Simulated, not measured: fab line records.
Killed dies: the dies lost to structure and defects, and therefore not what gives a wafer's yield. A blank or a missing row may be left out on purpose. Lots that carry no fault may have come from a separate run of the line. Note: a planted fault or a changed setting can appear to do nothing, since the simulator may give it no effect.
A lot that was struck, set against a sound lot	flow nand_harc	39 out of 1159 route steps
Sound: wafers L877.3, L877.4, L877.6. The struck wafers were L884.1, L884.3, L884.5. At the end, the cause is stated.
Order at every step that has rows: each side's tool, ch and its chambers, its first start. Under that, the readings that differ: sound wafers	struck wafers	difference of the means	sigmas: that difference in standard deviations of wafers without a fault.
alike: words and numbers the same on both sides, and readings whose means are apart by under 2 such deviations; not compared: readings that were withheld, readings missing a value for some wafer, numbers with overlapping values and no deviation given by the record, and bounds like >300 which may hide the same value.
The two part at a step that has a row with sigmas, a row that says differs or no value, or rows on one side only. Numbers that have no deviation but don't overlap get no sigmas and don't part them. A reading that every wafer of one side lacks parts them only if that side has two wafers or more.

first, 3 steps without rows for these wafers: NHARC_A_BONDPAD_EXPOSE_06 (exposes mask A BPAD); NHARC_A_BONDPAD_PEB_07 (peb time 80 s); NHARC_A_BONDPAD_DEVELOP_08 (time 50 s).
NHARC_A_BONDPAD_CD_MEAS_09: the cd target is 500 nm.
  sound on cd_sem-02 ch 0, day 18 13:36; struck on cd_sem-01 ch 0, day 20 13:20
  alike: cd_nm
NHARC_A_BONDPAD_OVL_MEAS_35:
  sound on overlay-02, day 18 13:41; struck on overlay-01, day 20 13:26
  alike: overlay_x_nm, overlay_y_nm
then, 4 steps without rows for these wafers: NHARC_A_BONDPAD_HARDBAKE_10 (time 65 s); NHARC_A_BONDPAD_DESCUM_11 (chemistry O2, time 3 s); NHARC_A_BONDPAD_ETCH_34 (etches the open film in N2/H2, target depth 60 nm, overetch 18 nm, time 65.91 s); NHARC_A_BONDPAD_ETCH_12 (etches the open film in CHF3/O2, target depth 220 nm, time 110 s).
NHARC_A_BONDPAD_CD_MEAS_13:
  sound on cd_sem-03, day 18 14:08; struck on cd_sem-03, day 20 13:52
  alike: cd_nm
then, 1 step without rows for these wafers: NHARC_A_BONDPAD_STRIP_15 (strips in O2).
NHARC_A_BONDPAD_ETCH_24: etches the open film in CF4/N2, target depth 30 nm, time 72.99 s.
  sound on rie_diel-10 ch 1,2; struck on rie_diel-03 ch 0,1
  alike: bias_w, drypump_motor_current_A, mfc_ar_sccm, oes_product_au, rf_vpp_V, showerhead_plenum_p_Torr, throttle_valve_pct
  not compared: rf_hours_counter_h
NHARC_A_BONDPAD_STRIP_16: strips in post etch residue remover, time 600 s.
  sound on wet_bench-08 ch 0,4,5, day 18 14:29; struck on wet_bench-08 ch 2,3,4, day 20 14:15
  alike: bath_heat_duty_pct, temp_c
NHARC_A_BONDPAD_DEGAS_25: time 60 s.
  sound on pvd_sputter-02, day 18 14:49; struck on pvd_sputter-03, day 20 14:31
  alike: heater_power_w
NHARC_A_BONDPAD_PRE_CLEAN_26: time 30 s.
  sound on pvd_sputter-02; struck on pvd_sputter-03
  alike: heater_power_w
then, 5 steps without rows for these wafers: NHARC_A_BONDPAD_PVD_17 (deposits TaN, target thk 5 nm, time 8.06 s); NHARC_A_BONDPAD_PVD_27 (deposits Cu, target thk 30 nm, time 20.49 s); NHARC_A_BONDPAD_ECD_18 (material Cu, target thk 400 nm); NHARC_A_BONDPAD_ANNEAL_28 (time 90 s); NHARC_A_BONDPAD_CMP_19 (polishes, t overpolish 30 s, cu recess touch 16 s, target thk 169.8 nm).
NHARC_A_BONDPAD_THK_MEAS_20: measures by xrf.
  sound on film_metro-02, day 18 16:12; struck on film_metro-01, day 20 16:13
  alike: thk_nm
then, 1 step without rows for these wafers: NHARC_A_BONDPAD_SRD_21 (time 30 s, dry time 20 s).
NHARC_HYBRID_BOND_ACTIVATE_00: chemistry N2, time 60 s.
  sound on rie_diel-01 ch 1,2,3, day 18 16:35; struck on rie_diel-06 ch 1,2, day 20 16:29
reading	sound	struck	difference	sigmas
mfc_ar_sccm (sccm)	0 0.016 0.027	0 0 0	+0	-2
  alike: drypump_motor_current_A, oes_product_au, rf_vpp_V, showerhead_plenum_p_Torr
  not compared: rf_hours_counter_h
then, 4 steps without rows for these wafers: NHARC_HYBRID_BOND_PRECLEAN_01 (cleans in DIW, time 300 s); NHARC_HYBRID_BOND_SRD_02 (time 30 s, dry time 20 s); NHARC_HYBRID_BOND_BOND_03; NHARC_HYBRID_BOND_ANNEAL_04 (time 7200 s).
NHARC_HYBRID_BOND_OVL_MEAS_05:
  sound on overlay-02, day 19 03:59; struck on overlay-01, day 21 02:02
  alike: overlay_x_nm, overlay_y_nm
NHARC_THIN_TSV_GRIND_00:
  sound on grinder-01 ch 0, day 19 08:08; struck on grinder-01 ch 0, day 21 03:27
  alike: motor_current_A
then, 1 step without rows for these wafers: NHARC_THIN_TSV_CMP_01 (polishes).
NHARC_THIN_TSV_THK_MEAS_02: measures by ir.
  sound on film_metro-01, day 19 09:14; struck on film_metro-02, day 21 05:14
  alike: thk_nm
then, 7 steps without rows for these wafers: NHARC_THIN_TSV_SRD_03; NHARC_THIN_TSV_PRECLEAN_41 (cleans in SC1); NHARC_THIN_TSV_SRD_42; NHARC_THIN_TSV_DEP_43 (deposits SiO2, target thk 1328.5 nm); NHARC_THIN_TSV_DEHYDRATE_04 (time 120 s); NHARC_THIN_TSV_HMDS_05 (time 30 s); NHARC_THIN_TSV_COAT_06.
NHARC_END_SORT_01:
  sound on prober-02 ch 0, day 20 18:17; struck on prober-02 ch 0, day 21 21:17
reading	sound	struck	difference	sigmas
defect_limited_yield (%)	96.2 95.3 95.6	86.9 77.1 82.4	-13.6	-9
killed_at_array	22 28 28	86 149 118	+92	+9
killed_dies	26 32 30	89 155 119	+92	+9
sort_bin_2_pct (%)	0.9 0.9 1.6	5.8 8.3 6.2	+5.6	+9
sort_bin_3_pct (%)	0.30 0.74 0.59	3.10 5.47 5.02	+3.99	+17
sort_bin_4_pct (%)	2.7 3.1 2.2	4.3 9.2 6.4	+4.0	+4
sort_n_pass	651 645 647	588 522 558	-92	-9
sort_rim_yield_pct (%)	99.1 96.2 97.2	81.1 84.9 84.0	-14.2	-5
sort_yield_pct (%)	96.2 95.3 95.6	86.9 77.1 82.4	-13.6	-9
  alike: killed_at_other, killed_at_periphery, killed_open, killed_short

== WHERE THEY PART ==
Earliest at NHARC_HYBRID_BOND_ACTIVATE_00; latest, in this record, at NHARC_END_SORT_01.

WHY: the cause the simulator had injected
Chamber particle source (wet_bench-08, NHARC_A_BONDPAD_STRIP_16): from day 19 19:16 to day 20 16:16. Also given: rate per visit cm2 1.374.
